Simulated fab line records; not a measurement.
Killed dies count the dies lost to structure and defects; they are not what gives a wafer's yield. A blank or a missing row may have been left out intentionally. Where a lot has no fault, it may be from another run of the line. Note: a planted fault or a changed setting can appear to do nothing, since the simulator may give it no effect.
Which of the tools did it?	flow nand-harc	66 wafers from 22 lots sampled at 6 of the route's 1159 steps

== WHAT EACH GAUGE READ, for each wafer ==
Not one reading of a measure or inspect step in the record can be checked against a usual standard deviation.

== WHAT TOOL EACH LOT RAN ON (gives the tool, then ch and the chambers of the sampled wafers, and finally the start) ==
lot	NHARC_A_CHANNEL_HOLE_D1_ETCH_19	NHARC_A_CHANNEL_HOLE_D1_ETCH_20	NHARC_A_CHANNEL_HOLE_D1_ETCH_21	NHARC_A_CHANNEL_HOLE_D1_ETCH_22	NHARC_A_CHANNEL_HOLE_D1_ETCH_33	NHARC_A_CHANNEL_FILL_D1_ETCHBACK_20
L074	har-etch-01 ch 0,1, day 8 20:01	har-etch-01 ch 0,1, day 8 20:08	har-etch-01 ch 0,1, day 8 20:27	har-etch-01 ch 0,1, day 8 20:53	har-etch-01 ch 0,1, day 8 23:59	rie-diel-07 ch 0,1,2, day 10 05:07
L075	har-etch-02 ch 0,1, day 8 21:42	har-etch-02 ch 0,1, day 8 21:49	har-etch-02 ch 0,1, day 8 22:08	har-etch-02 ch 0,1, day 8 22:34	har-etch-02 ch 0,1, day 9 01:40	rie-diel-12 ch 0,1,3, day 10 05:13
L076	har-etch-01 ch 0,1, day 9 00:11	har-etch-01 ch 0,1, day 9 00:20	har-etch-01 ch 0,1, day 9 00:40	har-etch-01 ch 0,1, day 9 01:08	har-etch-01 ch 0,1, day 9 04:13	rie-diel-07 ch 0,3, day 10 05:11
L077	har-etch-02 ch 0,1, day 9 01:51	har-etch-02 ch 0,1, day 9 01:58	har-etch-02 ch 0,1, day 9 02:17	har-etch-02 ch 0,1, day 9 02:43	har-etch-02 ch 0,1, day 9 05:51	rie-diel-07 ch 0,1,2, day 10 08:10
L078	har-etch-01 ch 0,1, day 9 04:24	har-etch-01 ch 0,1, day 9 04:35	har-etch-01 ch 0,1, day 9 04:56	har-etch-01 ch 0,1, day 9 05:25	har-etch-01 ch 0,1, day 9 08:23	rie-diel-05 ch 0,2,3, day 10 08:08
L079	har-etch-02 ch 0,1, day 9 10:35	har-etch-02 ch 0,1, day 9 10:46	har-etch-02 ch 0,1, day 9 11:07	har-etch-02 ch 0,1, day 9 11:36	har-etch-02 ch 0,1, day 9 14:36	rie-diel-05 ch 1,2, day 10 17:54
L080	har-etch-02 ch 0,1, day 9 19:02	har-etch-02 ch 0,1, day 9 19:11	har-etch-02 ch 0,1, day 9 19:32	har-etch-02 ch 0,1, day 9 19:59	har-etch-02 ch 0,1, day 9 23:01	rie-diel-05 ch 0,2,3, day 11 01:19
L081	har-etch-01 ch 0,1, day 10 02:50	har-etch-01 ch 0,1, day 10 02:58	har-etch-01 ch 0,1, day 10 03:19	har-etch-01 ch 0,1, day 10 03:46	har-etch-01 ch 0,1, day 10 06:49	rie-diel-07 ch 1,2,3, day 11 14:13
L083	har-etch-02 ch 0,1, day 10 14:37	har-etch-02 ch 0,1, day 10 14:44	har-etch-02 ch 0,1, day 10 15:02	har-etch-02 ch 0,1, day 10 15:29	har-etch-02 ch 0,1, day 10 18:37	rie-diel-05 ch 1,2,3, day 12 00:19
L082	har-etch-01 ch 0,1, day 10 14:51	har-etch-01 ch 0,1, day 10 14:58	har-etch-01 ch 0,1, day 10 15:16	har-etch-01 ch 0,1, day 10 15:43	har-etch-01 ch 0,1, day 10 18:50	rie-diel-07 ch 0,2,3, day 12 00:20
L087	har-etch-01 ch 0,1, day 11 17:30	har-etch-01 ch 0,1, day 11 17:37	har-etch-01 ch 0,1, day 11 17:55	har-etch-01 ch 0,1, day 11 18:22	har-etch-01 ch 0,1, day 11 21:28	rie-diel-05 ch 0,1,2, day 13 00:50
L084	har-etch-02 ch 0,1, day 11 18:26	har-etch-02 ch 0,1, day 11 18:34	har-etch-02 ch 0,1, day 11 18:52	har-etch-02 ch 0,1, day 11 19:19	har-etch-02 ch 0,1, day 11 22:26	rie-diel-07 ch 0,1,2, day 13 00:52
L086	har-etch-01 ch 0,1, day 11 21:40	har-etch-01 ch 0,1, day 11 21:49	har-etch-01 ch 0,1, day 11 22:09	har-etch-01 ch 0,1, day 11 22:37	har-etch-01 ch 0,1, day 12 01:39	rie-diel-05 ch 0,1,2, day 13 04:10
L085	har-etch-02 ch 0,1, day 11 22:40	har-etch-02 ch 0,1, day 11 22:53	har-etch-02 ch 0,1, day 11 23:16	har-etch-02 ch 0,1, day 11 23:46	har-etch-02 ch 0,1, day 12 02:41	rie-diel-07 ch 1,2, day 13 04:10
L089	har-etch-01 ch 1, day 12 06:49	har-etch-01 ch 1, day 12 06:58	har-etch-01 ch 1, day 12 07:18	har-etch-01 ch 1, day 12 07:46	har-etch-01 ch 1, day 12 10:50	rie-diel-05 ch 2,3, day 13 15:03
L088	har-etch-01 ch 0,1, day 12 12:16	har-etch-01 ch 0,1, day 12 12:23	har-etch-01 ch 0,1, day 12 12:42	har-etch-01 ch 0,1, day 12 13:08	har-etch-01 ch 0,1, day 12 16:14	rie-diel-12 ch 0,1,3, day 13 18:55
L091	har-etch-02 ch 0,1, day 12 12:47	har-etch-02 ch 0,1, day 12 12:53	har-etch-02 ch 0,1, day 12 13:12	har-etch-02 ch 0,1, day 12 13:38	har-etch-02 ch 0,1, day 12 16:45	rie-diel-05 ch 0,3, day 13 18:55
L093	har-etch-02 ch 0,1, day 13 01:22	har-etch-02 ch 0,1, day 13 01:31	har-etch-02 ch 0,1, day 13 01:50	har-etch-02 ch 0,1, day 13 02:18	har-etch-02 ch 0,1, day 13 05:21	rie-diel-12 ch 0,1,3, day 14 07:25
L092	har-etch-01 ch 0,1, day 13 01:38	har-etch-01 ch 0,1, day 13 01:45	har-etch-01 ch 0,1, day 13 02:04	har-etch-01 ch 0,1, day 13 02:31	har-etch-01 ch 0,1, day 13 05:38	rie-diel-07 ch 0,1,3, day 14 07:25
L094	har-etch-02 ch 0,1, day 13 05:31	har-etch-02 ch 0,1, day 13 05:37	har-etch-02 ch 0,1, day 13 05:56	har-etch-02 ch 0,1, day 13 06:23	har-etch-02 ch 0,1, day 13 09:30	rie-diel-12 ch 0,2,3, day 14 11:33
L095	har-etch-01 ch 0,1, day 13 13:52	har-etch-01 ch 0,1, day 13 14:00	har-etch-01 ch 0,1, day 13 14:20	har-etch-01 ch 0,1, day 13 14:48	har-etch-01 ch 0,1, day 13 17:51	rie-diel-05 ch 0,2,3, day 14 19:57
L097	har-etch-02 ch 0,1, day 13 20:29	har-etch-02 ch 0,1, day 13 20:38	har-etch-02 ch 0,1, day 13 20:58	har-etch-02 ch 0,1, day 13 21:26	har-etch-02 ch 0,1, day 14 00:27	rie-diel-05 ch 0,3, day 15 02:38
- NHARC_A_CHANNEL_HOLE_D1_ETCH_19: etches the open film in C4F8/O2/Ar, time 34.5 s.
- NHARC_A_CHANNEL_HOLE_D1_ETCH_20: etches the open film in C4F8/O2/Ar, time 361.9 s, target depth 1600 nm.
- NHARC_A_CHANNEL_HOLE_D1_ETCH_21: etches the open film in C4F8/O2/Ar, time 514.3 s, target depth 1600 nm.
- NHARC_A_CHANNEL_HOLE_D1_ETCH_22: etches the open film in C4F8/O2/Ar, time 666.7 s, target depth 1600 nm.
- NHARC_A_CHANNEL_HOLE_D1_ETCH_33: etches the open film in C4F8/O2/Ar, time 90 s, target depth 400 nm.
- NHARC_A_CHANNEL_FILL_D1_ETCHBACK_20: etches the open film in C4F8/O2/Ar, target depth 27 nm, time 13.5 s.

== AS READ BY THE TOOLS THEMSELVES (means over the sampled wafers that have a number; for cases with no such wafer, the mark the record gives instead) ==
NHARC_A_CHANNEL_HOLE_D1_ETCH_19. Usual: drypump-motor-current-A 5.8 A, standard deviation 0.57; o2-flow-sccm 96.15 sccm, standard deviation 0.26; showerhead-plenum-p-Torr 3.82 Torr, standard deviation 0.09; throttle-valve-pct 37.039 %, standard deviation 0.0087.
lot	tool	drypump-motor-current-A (A)	o2-flow-sccm (sccm)	showerhead-plenum-p-Torr (Torr)	throttle-valve-pct (%)	flag
L074	har-etch-01	5.4	95.78	3.87	37.041	
L075	har-etch-02	5.9	96.11	3.77	37.028	
L076	har-etch-01	5.4	96.07	3.87	37.034	
L077	har-etch-02	6.1	96.30	3.84	37.041	
L078	har-etch-01	5.8	96.03	3.87	37.033	
L079	har-etch-02	5.9	95.80	3.77	37.042	
L080	har-etch-02	5.9	96.35	3.76	37.048	
L081	har-etch-01	5.8	96.58	3.86	37.040	
L083	har-etch-02	6.0	96.19	3.76	37.041	
L082	har-etch-01	5.8	96.11	3.86	37.046	
L087	har-etch-01	5.4	95.92	3.85	37.031	
L084	har-etch-02	6.1	96.09	3.83	37.032	
L086	har-etch-01	5.4	96.07	3.85	37.042	
L085	har-etch-02	6.0	96.10	3.75	37.044	
L089	har-etch-01	4.9	96.15	3.85	37.044	
L088	har-etch-01	5.8	96.23	3.85	37.044	
L091	har-etch-02	6.1	95.79	3.82	37.039	
L093	har-etch-02	6.1	96.00	3.82	37.038	
L092	har-etch-01	5.8	96.26	3.84	37.039	
L094	har-etch-02	6.1	96.22	3.82	37.040	
L095	har-etch-01	5.4	96.12	3.84	37.037	
L097	har-etch-02	5.9	96.15	3.74	37.033	

NHARC_A_CHANNEL_HOLE_D1_ETCH_20. Usual: drypump-motor-current-A 5.8 A, standard deviation 0.57; o2-flow-sccm 35.70 sccm, standard deviation 0.11; showerhead-plenum-p-Torr 3.77 Torr, standard deviation 0.086; throttle-valve-pct 32.156 %, standard deviation 0.0097.
lot	tool	drypump-motor-current-A (A)	o2-flow-sccm (sccm)	showerhead-plenum-p-Torr (Torr)	throttle-valve-pct (%)	flag
L074	har-etch-01	5.4	35.63	3.82	32.155	
L075	har-etch-02	5.9	35.88	3.73	32.154	
L076	har-etch-01	5.4	35.65	3.82	32.147	
L077	har-etch-02	6.1	35.58	3.80	32.159	
L078	har-etch-01	5.8	35.61	3.82	32.148	
L079	har-etch-02	6.0	35.63	3.72	32.149	
L080	har-etch-02	5.9	35.79	3.72	32.156	
L081	har-etch-01	5.8	35.68	3.81	32.164	
L083	har-etch-02	5.9	35.69	3.72	32.151	
L082	har-etch-01	5.8	35.70	3.81	32.153	
L087	har-etch-01	5.4	35.79	3.81	32.159	
L084	har-etch-02	6.1	35.67	3.79	32.155	
L086	har-etch-01	5.4	35.82	3.81	32.158	
L085	har-etch-02	5.9	35.54	3.71	32.160	
L089	har-etch-01	4.9	35.59	3.80	32.153	
L088	har-etch-01	5.8	35.73	3.80	32.167	
L091	har-etch-02	6.1	35.93	3.78	32.160	
L093	har-etch-02	6.1	35.75	3.78	32.147	
L092	har-etch-01	5.8	35.76	3.80	32.147	
L094	har-etch-02	6.1	35.66	3.77	32.156	
L095	har-etch-01	5.4	35.75	3.79	32.163	
L097	har-etch-02	5.9	35.72	3.69	32.163	

NHARC_A_CHANNEL_HOLE_D1_ETCH_21. Usual: drypump-motor-current-A 5.8 A, standard deviation 0.57; o2-flow-sccm 35.70 sccm, standard deviation 0.11; showerhead-plenum-p-Torr 3.77 Torr, standard deviation 0.086; throttle-valve-pct 32.156 %, standard deviation 0.0085.
lot	tool	drypump-motor-current-A (A)	o2-flow-sccm (sccm)	showerhead-plenum-p-Torr (Torr)	throttle-valve-pct (%)	flag
L074	har-etch-01	5.4	35.64	3.82	32.150	
L075	har-etch-02	6.0	35.68	3.72	32.161	
L076	har-etch-01	5.4	35.58	3.82	32.153	
L077	har-etch-02	6.1	35.69	3.80	32.156	
L078	har-etch-01	5.8	35.65	3.82	32.159	
L079	har-etch-02	6.0	35.74	3.72	32.159	
L080	har-etch-02	5.9	35.67	3.72	32.171	
L081	har-etch-01	5.8	35.74	3.81	32.153	
L083	har-etch-02	5.9	35.63	3.72	32.154	
L082	har-etch-01	5.8	35.82	3.81	32.160	
L087	har-etch-01	5.4	35.73	3.81	32.155	
L084	har-etch-02	6.2	35.69	3.79	32.151	
L086	har-etch-01	5.4	35.63	3.81	32.160	
L085	har-etch-02	5.9	35.82	3.71	32.156	
L089	har-etch-01	4.9	35.82	3.80	32.156	
L088	har-etch-01	5.8	35.65	3.80	32.144	
L091	har-etch-02	6.1	35.73	3.78	32.150	
L093	har-etch-02	6.1	35.66	3.78	32.156	
L092	har-etch-01	5.8	35.79	3.80	32.159	
L094	har-etch-02	6.2	35.74	3.77	32.145	
L095	har-etch-01	5.4	35.68	3.79	32.148	
L097	har-etch-02	5.9	35.61	3.69	32.155	

NHARC_A_CHANNEL_HOLE_D1_ETCH_22. Usual: drypump-motor-current-A 5.8 A, standard deviation 0.57; o2-flow-sccm 35.70 sccm, standard deviation 0.11; showerhead-plenum-p-Torr 3.77 Torr, standard deviation 0.086; throttle-valve-pct 32.154 %, standard deviation 0.0084.
lot	tool	drypump-motor-current-A (A)	o2-flow-sccm (sccm)	showerhead-plenum-p-Torr (Torr)	throttle-valve-pct (%)	flag
L074	har-etch-01	5.4	35.72	3.82	32.156	
L075	har-etch-02	6.0	35.71	3.73	32.147	
L076	har-etch-01	5.4	35.62	3.82	32.164	
L077	har-etch-02	6.1	35.68	3.80	32.150	
L078	har-etch-01	5.9	35.66	3.82	32.150	
L079	har-etch-02	5.9	35.64	3.72	32.146	
L080	har-etch-02	5.9	35.82	3.72	32.168	
L081	har-etch-01	5.8	35.73	3.81	32.158	
L083	har-etch-02	5.9	35.56	3.71	32.156	
L082	har-etch-01	5.8	35.46	3.81	32.160	
L087	har-etch-01	5.4	35.76	3.81	32.148	
L084	har-etch-02	6.1	35.70	3.79	32.152	
L086	har-etch-01	5.4	35.75	3.81	32.153	
L085	har-etch-02	5.9	35.76	3.71	32.146	
L089	har-etch-01	4.9	35.73	3.80	32.151	
L088	har-etch-01	5.8	35.67	3.80	32.156	
L091	har-etch-02	6.1	35.68	3.78	32.157	
L093	har-etch-02	6.1	35.64	3.78	32.148	
L092	har-etch-01	5.8	35.84	3.80	32.144	
L094	har-etch-02	6.1	35.70	3.77	32.148	
L095	har-etch-01	5.4	35.71	3.79	32.158	
L097	har-etch-02	5.9	35.73	3.69	32.147	

NHARC_A_CHANNEL_HOLE_D1_ETCH_33. Usual: drypump-motor-current-A 5.8 A, standard deviation 0.57; o2-flow-sccm 83.31 sccm, standard deviation 0.25; showerhead-plenum-p-Torr 3.82 Torr, standard deviation 0.089; throttle-valve-pct 27.620 %, standard deviation 0.0096.
lot	tool	drypump-motor-current-A (A)	o2-flow-sccm (sccm)	showerhead-plenum-p-Torr (Torr)	throttle-valve-pct (%)	flag
L074	har-etch-01	5.4	83.36	3.86	27.629	
L075	har-etch-02	6.0	83.24	3.77	27.616	
L076	har-etch-01	5.4	82.90	3.86	27.625	
L077	har-etch-02	6.1	83.25	3.84	27.620	
L078	har-etch-01	5.8	83.47	3.86	27.612	
L079	har-etch-02	5.9	83.48	3.76	27.616	
L080	har-etch-02	6.0	83.41	3.76	27.620	
L081	har-etch-01	5.8	83.29	3.86	27.623	
L083	har-etch-02	5.9	83.22	3.76	27.613	
L082	har-etch-01	5.8	83.25	3.85	27.626	
L087	har-etch-01	5.4	83.22	3.85	27.618	
L084	har-etch-02	6.1	83.33	3.83	27.614	
L086	har-etch-01	5.4	83.45	3.85	27.623	
L085	har-etch-02	6.0	83.36	3.75	27.612	
L089	har-etch-01	4.9	83.13	3.84	27.621	
L088	har-etch-01	5.8	82.77	3.84	27.626	
L091	har-etch-02	6.1	83.53	3.82	27.616	
L093	har-etch-02	6.1	83.34	3.82	27.623	
L092	har-etch-01	5.8	83.06	3.84	27.631	
L094	har-etch-02	6.1	83.16	3.81	27.615	
L095	har-etch-01	5.4	83.55	3.83	27.630	
L097	har-etch-02	6.0	83.25	3.73	27.608	

NHARC_A_CHANNEL_FILL_D1_ETCHBACK_20. Usual: bias-w 1500 W, standard deviation 3.8; oes-product-au 0.95 a.u., standard deviation 0.036; rf-vpp-V 977 V, standard deviation 5.7.
lot	tool	bias-w (W)	oes-product-au (a.u.)	rf-vpp-V (V)	flag
L074	rie-diel-07	1500	0.91	980	
L075	rie-diel-12	1506	1.01	975	
L076	rie-diel-07	1503	0.92	983	
L077	rie-diel-07	1497	0.91	981	
L078	rie-diel-05	1499	0.97	976	
L079	rie-diel-05	1498	0.99	969	
L080	rie-diel-05	1499	0.99	977	
L081	rie-diel-07	1502	0.99	977	
L083	rie-diel-05	1505	0.95	972	
L082	rie-diel-07	1501	0.92	978	
L087	rie-diel-05	1503	0.92	974	
L084	rie-diel-07	1502	0.96	979	
L086	rie-diel-05	1496	0.92	973	
L085	rie-diel-07	1502	0.98	978	
L089	rie-diel-05	1498	0.93	972	
L088	rie-diel-12	1504	1.00	974	
L091	rie-diel-05	1497	0.92	979	
L093	rie-diel-12	1502	0.94	975	
L092	rie-diel-07	1503	0.99	981	
L094	rie-diel-12	1498	0.93	980	
L095	rie-diel-05	1501	0.94	975	
L097	rie-diel-05	1497	0.93	978	

== THE ANSWER, worked out from the rows above alone ==
Rule: lot off if the mean of its wafers having a number is beyond 3 standard deviations from the usual mean. Also off: a lot with no number at a reading for which 4 or more lots have one. The other lots that the step has rows for count as sound. After the gauges, taken in route order, come the tools' own readings; for these a lot's mean is taken, as printed above. The first step at which some lot is off is used, and at that step the reading that is off furthest; a lot without a number counts as furthest.
No lot is off at any reading shown: from this, nothing can be told.

== WHAT THE SIMULATOR PUT IN ==
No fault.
